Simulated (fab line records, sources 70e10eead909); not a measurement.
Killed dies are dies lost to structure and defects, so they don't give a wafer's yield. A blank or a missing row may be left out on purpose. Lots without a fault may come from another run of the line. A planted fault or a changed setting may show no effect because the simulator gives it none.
A sampling plan put to the test | flow nand_harc | one fab line, 34 faults that these records tell of, each judged on the records of the lots that it struck
The plan is the line's own looks: the steps of the route at which a gauge or an inspection reads the wafer and doesn't change it. A look can be judged if struck wafers have a number there and the file gives its usual mean and standard deviation on fault-free wafers. Caught: at a look after the fault's first step, the mean of the struck wafers lies 4 or more of those standard deviations (sigma) from the usual mean. On the tool: the same test on the tool's own readings at the fault's steps. Another recipe on the struck wafers, or a record that is blank for them alone, also counts as caught.

THE FAULTS, as the simulator had put them in
1. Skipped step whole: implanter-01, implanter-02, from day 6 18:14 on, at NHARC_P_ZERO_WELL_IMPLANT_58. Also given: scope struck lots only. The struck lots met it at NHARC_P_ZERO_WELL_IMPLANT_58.
2. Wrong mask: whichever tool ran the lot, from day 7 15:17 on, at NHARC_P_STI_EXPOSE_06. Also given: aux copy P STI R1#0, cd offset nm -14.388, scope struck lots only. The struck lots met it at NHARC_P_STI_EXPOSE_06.
3. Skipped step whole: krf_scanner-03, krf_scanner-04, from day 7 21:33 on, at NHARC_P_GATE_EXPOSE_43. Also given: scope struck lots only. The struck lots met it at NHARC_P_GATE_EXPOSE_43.
4. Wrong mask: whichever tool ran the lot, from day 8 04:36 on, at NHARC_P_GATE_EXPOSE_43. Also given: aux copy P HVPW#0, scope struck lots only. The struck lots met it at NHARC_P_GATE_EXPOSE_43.
5. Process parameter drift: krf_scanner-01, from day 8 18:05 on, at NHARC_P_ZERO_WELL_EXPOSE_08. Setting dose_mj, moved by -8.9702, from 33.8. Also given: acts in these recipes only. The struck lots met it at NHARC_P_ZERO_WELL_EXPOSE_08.
6. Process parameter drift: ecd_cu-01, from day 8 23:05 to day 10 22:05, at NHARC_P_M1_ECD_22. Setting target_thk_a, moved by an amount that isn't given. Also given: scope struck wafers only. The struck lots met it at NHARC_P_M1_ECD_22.
7. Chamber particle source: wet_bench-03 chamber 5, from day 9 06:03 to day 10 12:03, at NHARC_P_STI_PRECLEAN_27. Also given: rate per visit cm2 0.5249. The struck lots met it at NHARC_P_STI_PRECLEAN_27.
8. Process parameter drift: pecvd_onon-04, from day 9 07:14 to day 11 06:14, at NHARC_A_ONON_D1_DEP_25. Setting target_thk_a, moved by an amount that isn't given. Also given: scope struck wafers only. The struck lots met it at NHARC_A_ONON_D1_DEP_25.
9. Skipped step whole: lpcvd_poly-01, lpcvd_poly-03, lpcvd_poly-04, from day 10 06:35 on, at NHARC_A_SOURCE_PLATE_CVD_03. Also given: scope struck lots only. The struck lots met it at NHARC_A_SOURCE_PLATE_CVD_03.
10. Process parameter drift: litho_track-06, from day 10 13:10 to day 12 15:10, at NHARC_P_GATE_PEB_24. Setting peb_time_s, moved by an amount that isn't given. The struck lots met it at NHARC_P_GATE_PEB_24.
11. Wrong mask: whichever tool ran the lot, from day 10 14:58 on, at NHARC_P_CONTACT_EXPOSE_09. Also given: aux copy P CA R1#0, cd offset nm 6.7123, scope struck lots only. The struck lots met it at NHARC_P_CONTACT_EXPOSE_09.
12. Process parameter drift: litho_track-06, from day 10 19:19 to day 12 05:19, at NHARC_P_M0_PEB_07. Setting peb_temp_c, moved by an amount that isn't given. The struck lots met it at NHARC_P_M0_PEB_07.
13. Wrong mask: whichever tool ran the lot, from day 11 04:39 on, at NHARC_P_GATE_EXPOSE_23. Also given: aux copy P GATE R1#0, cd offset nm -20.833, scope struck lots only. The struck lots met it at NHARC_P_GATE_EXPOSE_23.
14. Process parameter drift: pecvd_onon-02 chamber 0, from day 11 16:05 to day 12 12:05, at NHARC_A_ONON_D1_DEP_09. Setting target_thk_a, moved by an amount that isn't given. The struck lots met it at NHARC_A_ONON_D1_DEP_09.
15. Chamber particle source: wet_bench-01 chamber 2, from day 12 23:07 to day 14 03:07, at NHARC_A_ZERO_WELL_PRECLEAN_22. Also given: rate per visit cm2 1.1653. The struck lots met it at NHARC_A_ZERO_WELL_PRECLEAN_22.
16. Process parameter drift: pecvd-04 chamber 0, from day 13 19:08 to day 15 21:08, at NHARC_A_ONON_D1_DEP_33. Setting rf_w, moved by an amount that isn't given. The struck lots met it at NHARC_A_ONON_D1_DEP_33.
17. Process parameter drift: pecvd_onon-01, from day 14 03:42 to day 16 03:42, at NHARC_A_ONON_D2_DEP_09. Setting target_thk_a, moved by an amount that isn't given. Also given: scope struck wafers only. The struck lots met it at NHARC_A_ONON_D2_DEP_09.
18. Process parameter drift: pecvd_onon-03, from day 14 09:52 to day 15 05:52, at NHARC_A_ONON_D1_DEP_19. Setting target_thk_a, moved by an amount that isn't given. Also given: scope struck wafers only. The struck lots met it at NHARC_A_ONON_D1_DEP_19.
19. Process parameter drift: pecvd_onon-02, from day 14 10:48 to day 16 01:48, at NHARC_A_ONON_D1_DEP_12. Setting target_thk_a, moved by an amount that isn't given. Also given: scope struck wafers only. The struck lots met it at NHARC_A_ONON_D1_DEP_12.
20. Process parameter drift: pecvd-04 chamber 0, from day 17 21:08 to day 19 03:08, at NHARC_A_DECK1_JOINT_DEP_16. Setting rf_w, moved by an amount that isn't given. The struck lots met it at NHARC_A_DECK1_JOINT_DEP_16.
21. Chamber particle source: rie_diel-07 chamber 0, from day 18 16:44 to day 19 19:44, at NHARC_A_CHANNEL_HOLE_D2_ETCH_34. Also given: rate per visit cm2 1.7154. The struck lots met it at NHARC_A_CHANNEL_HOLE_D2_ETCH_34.
22. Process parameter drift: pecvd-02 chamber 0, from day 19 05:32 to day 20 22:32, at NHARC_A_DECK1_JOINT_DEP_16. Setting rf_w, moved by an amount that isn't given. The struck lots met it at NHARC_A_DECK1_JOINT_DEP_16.
23. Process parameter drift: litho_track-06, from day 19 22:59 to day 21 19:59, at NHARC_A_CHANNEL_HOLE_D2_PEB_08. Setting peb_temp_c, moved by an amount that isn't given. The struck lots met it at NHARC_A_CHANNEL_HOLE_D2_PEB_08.
24. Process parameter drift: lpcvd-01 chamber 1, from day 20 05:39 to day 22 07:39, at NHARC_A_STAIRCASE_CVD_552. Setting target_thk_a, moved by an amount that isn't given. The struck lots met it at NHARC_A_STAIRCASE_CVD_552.
25. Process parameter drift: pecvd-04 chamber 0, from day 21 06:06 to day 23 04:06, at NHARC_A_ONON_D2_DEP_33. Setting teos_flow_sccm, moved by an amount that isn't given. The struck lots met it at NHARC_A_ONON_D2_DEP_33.
26. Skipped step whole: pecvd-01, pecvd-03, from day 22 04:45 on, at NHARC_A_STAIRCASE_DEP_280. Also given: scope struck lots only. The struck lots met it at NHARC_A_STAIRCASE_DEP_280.
27. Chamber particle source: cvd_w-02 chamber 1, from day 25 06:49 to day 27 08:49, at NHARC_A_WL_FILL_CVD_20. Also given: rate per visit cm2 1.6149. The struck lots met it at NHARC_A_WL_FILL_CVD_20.
28. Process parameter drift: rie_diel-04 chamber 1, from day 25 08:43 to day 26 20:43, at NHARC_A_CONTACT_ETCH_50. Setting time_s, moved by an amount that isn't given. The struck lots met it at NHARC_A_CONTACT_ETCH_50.
29. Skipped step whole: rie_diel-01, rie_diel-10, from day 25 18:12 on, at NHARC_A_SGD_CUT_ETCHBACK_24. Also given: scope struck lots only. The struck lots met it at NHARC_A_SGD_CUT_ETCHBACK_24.
30. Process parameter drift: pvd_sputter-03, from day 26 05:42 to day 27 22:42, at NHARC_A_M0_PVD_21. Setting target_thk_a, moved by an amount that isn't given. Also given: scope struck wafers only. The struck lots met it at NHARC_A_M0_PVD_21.
31. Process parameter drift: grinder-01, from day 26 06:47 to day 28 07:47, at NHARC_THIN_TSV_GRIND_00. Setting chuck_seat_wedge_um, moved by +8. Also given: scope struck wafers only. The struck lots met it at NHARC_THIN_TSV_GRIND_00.
32. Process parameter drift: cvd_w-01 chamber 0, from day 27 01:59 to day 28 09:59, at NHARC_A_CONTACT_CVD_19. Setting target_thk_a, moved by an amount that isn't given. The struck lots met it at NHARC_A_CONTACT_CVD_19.
33. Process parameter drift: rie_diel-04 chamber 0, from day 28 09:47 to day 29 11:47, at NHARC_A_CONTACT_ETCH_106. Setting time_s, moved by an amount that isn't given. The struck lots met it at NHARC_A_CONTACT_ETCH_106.
34. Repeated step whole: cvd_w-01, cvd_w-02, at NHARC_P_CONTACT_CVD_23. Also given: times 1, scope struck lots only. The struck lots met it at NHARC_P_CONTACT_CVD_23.

WHAT THE PLAN SAW
fault | on the tool itself                               | first look that catches it                      | reading, sigma                                             | median hours from its first step to that look | hours from the fault's start to the first struck lot there | judged looks passed uncaught
1     | the tool's record is blank for the struck wafers | NHARC_END_SORT_01                               | killed_at_periphery +99 or beyond                          | 560.9                                         | 548                                                        | 0
2     | only faintly: exposure_dose_mJ_cm2 -2.1 sigma    | NHARC_P_STI_CD_MEAS_09                          | cd_nm -7.1                                                 | 0.1                                           | 5                                                          | 0
3     | no reading that can be judged                    | NHARC_P_GATE_INSPECT_68                         | raw_defect_count +12                                       | 6.8                                           | 13                                                         | 0
4     | under 2 sigma                                    | NHARC_END_SORT_01                               | killed_at_periphery +99 or beyond                          | 434.1                                         | 435                                                        | 0
5     | exposure_dose_mJ_cm2 -99 or beyond sigma         | NHARC_P_ZERO_WELL_CD_MEAS_11                    | cd_nm -22                                                  | 0.2                                           | 15                                                         | 0
6     | no reading that can be judged                    | not the one look that can be judged after it    | strongest: sort_bin_3_pct at NHARC_END_SORT_01, +2.0       | -                                             | -                                                          | 1
7     | no reading that can be judged                    | NHARC_P_STI_INSPECT_11                          | raw_defect_count +99 or beyond                             | 18.7                                          | 48                                                         | 2
8     | no reading that can be judged                    | NHARC_A_ONON_D1_THK_MEAS_27                     | thk_nm +30                                                 | 0.5                                           | 6                                                          | 0
9     | the tool's record is blank for the struck wafers | NHARC_A_SOURCE_PLATE_THK_MEAS_06                | thk_nm -78                                                 | 10.3                                          | 20                                                         | 0
10    | under 2 sigma                                    | NHARC_P_GATE_CD_MEAS_26                         | cd_nm -11                                                  | 0.1                                           | 15                                                         | 0
11    | no reading that can be judged                    | NHARC_P_CONTACT_CD_MEAS_12                      | cd_nm +11                                                  | 0.1                                           | 3                                                          | 0
12    | plate_temp_C +16 sigma                           | NHARC_P_M0_CD_MEAS_09                           | cd_nm +14                                                  | 0.1                                           | 3                                                          | 0
13    | no reading that can be judged                    | NHARC_P_GATE_CD_MEAS_26                         | cd_nm -32                                                  | 0.1                                           | 1                                                          | 0
14    | no reading that can be judged                    | NHARC_A_ONON_D1_THK_MEAS_11                     | thk_nm +64                                                 | 0.5                                           | 12                                                         | 0
15    | no reading that can be judged                    | NHARC_A_ZERO_WELL_INSPECT_17                    | raw_defect_count +99 or beyond                             | 0.3                                           | 1                                                          | 0
16    | rf_fwd_power_W -99 or beyond sigma               | NHARC_A_ONON_D1_THK_MEAS_34                     | thk_nm -8.9                                                | 0.4                                           | 18                                                         | 0
17    | under 2 sigma                                    | NHARC_A_ONON_D2_THK_MEAS_11                     | thk_nm -32                                                 | 0.4                                           | 14                                                         | 0
18    | no reading that can be judged                    | NHARC_A_ONON_D1_THK_MEAS_21                     | thk_nm +16                                                 | 0.4                                           | 0                                                          | 0
19    | under 2 sigma                                    | NHARC_A_ONON_D1_THK_MEAS_14                     | thk_nm -36                                                 | 0.5                                           | 13                                                         | 0
20    | rf_fwd_power_W +99 or beyond sigma               | none of the 3 looks that can be judged after it | strongest: thk_nm at NHARC_A_DECK1_JOINT_THK_MEAS_17, +3.9 | -                                             | -                                                          | 3
21    | under 2 sigma                                    | NHARC_A_CHANNEL_HOLE_D2_INSPECT_40              | raw_defect_count +16                                       | 7.8                                           | 21                                                         | 0
22    | rf_fwd_power_W -99 or beyond sigma               | NHARC_A_DECK1_JOINT_THK_MEAS_17                 | thk_nm -5.7                                                | 0.3                                           | 9                                                          | 0
23    | plate_temp_C +64 sigma                           | NHARC_A_CHANNEL_HOLE_D2_CD_MEAS_10              | cd_nm +42                                                  | 0.1                                           | 7                                                          | 0
24    | under 2 sigma                                    | NHARC_END_SORT_01                               | killed_dies +32                                            | 164.3                                         | 209                                                        | 0
25    | mfc_precursor_sccm +94 sigma                     | NHARC_A_ONON_D2_THK_MEAS_34                     | thk_nm +17                                                 | 0.4                                           | 14                                                         | 0
26    | the tool's record is blank for the struck wafers | NHARC_END_SORT_01                               | killed_at_array +32                                        | 200.7                                         | 207                                                        | 0
27    | under 2 sigma                                    | NHARC_END_SORT_01                               | killed_at_array +4.5                                       | 86.8                                          | 104                                                        | 2
28    | run_length_s -24 sigma                           | not the one look that can be judged after it    | strongest: killed_dies at NHARC_END_SORT_01, +2.2          | -                                             | -                                                          | 1
29    | the tool's record is blank for the struck wafers | NHARC_END_SORT_01                               | killed_at_array +32                                        | 129.0                                         | 121                                                        | 0
30    | under 2 sigma                                    | NHARC_END_SORT_01                               | sort_bin_2_pct +77                                         | 48.2                                          | 81                                                         | 0
31    | under 2 sigma                                    | NHARC_THIN_TSV_THK_MEAS_02                      | thk_nm -13                                                 | 1.1                                           | 23                                                         | 0
32    | under 2 sigma                                    | not the one look that can be judged after it    | -                                                          | -                                             | -                                                          | 1
33    | run_length_s -11 sigma                           | NHARC_END_SORT_01                               | killed_at_array +32                                        | 64.5                                          | 66                                                         | 0
34    | under 2 sigma                                    | no look after it can be judged                  | -                                                          | -                                             | -                                                          | 0
A dash: the fault isn't caught, or these records don't give the number.

Caught at a look: 29 of 34. Caught on the tool: 13 of 34. By one or the other: 31 of 34.
Caught on the tool alone: faults 20, 28.
Caught at a look alone: faults 2, 3, 4, 7, 8, 10, 11, 13, 14, 15, 17, 18, 19, 21, 24, 27, 30, 31.
Caught by neither: faults 6, 32, 34.

THINNER SAMPLING
If the look that catches a fault measured only every second or every third lot, by lot number, the first struck lot would be measured this late in the worst case:
fault | struck lots at that look, in order of time | every lot | every second lot | every third lot
1     | L565, L566, L567                           | 548 h     | 577 h            | 585 h
2     | L552                                       | 5 h       | may miss it      | may miss it
3     | L368, L369                                 | 13 h      | 15 h             | may miss all 2
4     | L225                                       | 435 h     | may miss it      | may miss it
5     | L760, L763, L765                           | 15 h      | 45 h             | may miss all 3
7     | L378                                       | 48 h      | may miss it      | may miss it
8     | L419, L421                                 | 6 h       | may miss all 2   | may miss all 2
9     | L682, L683, L684                           | 20 h      | 24 h             | 43 h
10    | L558, L559                                 | 15 h      | 33 h             | may miss all 2
11    | L922                                       | 3 h       | may miss it      | may miss it
12    | L697, L700                                 | 3 h       | 34 h             | may miss all 2
13    | L169                                       | 1 h       | may miss it      | may miss it
14    | L134, L135                                 | 12 h      | 18 h             | may miss all 2
15    | L994, L995                                 | 1 h       | 1 h              | may miss all 2
16    | L989, L990                                 | 18 h      | 31 h             | may miss all 2
17    | L306, L309                                 | 14 h      | 40 h             | may miss all 2
18    | L978, L980, L981                           | 0 h       | 14 h             | may miss all 3
19    | L748, L749                                 | 13 h      | 31 h             | may miss all 2
21    | L510                                       | 21 h      | may miss it      | may miss it
22    | L769, L770                                 | 9 h       | 21 h             | may miss all 2
23    | L223, L224, L225                           | 7 h       | 21 h             | 41 h
24    | L313                                       | 209 h     | may miss it      | may miss it
25    | L721, L720                                 | 14 h      | 14 h             | may miss all 2
26    | L396, L397                                 | 207 h     | 215 h            | may miss all 2
27    | L692, L696                                 | 104 h     | may miss all 2   | may miss all 2
29    | L739, L741, L740                           | 121 h     | 129 h            | 129 h
30    | L333                                       | 81 h      | may miss it      | may miss it
31    | L152                                       | 23 h      | may miss it      | may miss it
33    | L333                                       | 66 h      | may miss it      | may miss it
Hours are from the fault's start to the first struck lot that is measured. The limit of 4 sigma was tested on all struck wafers together, so one lot alone may lie under it. Other struck lots may not be in these records.

THE LONGEST TIMED WAY FROM STEP TO LOOK
Fault 1: a median of 560.9 hours passes between NHARC_P_ZERO_WELL_IMPLANT_58 and NHARC_END_SORT_01. No look between them can be judged.
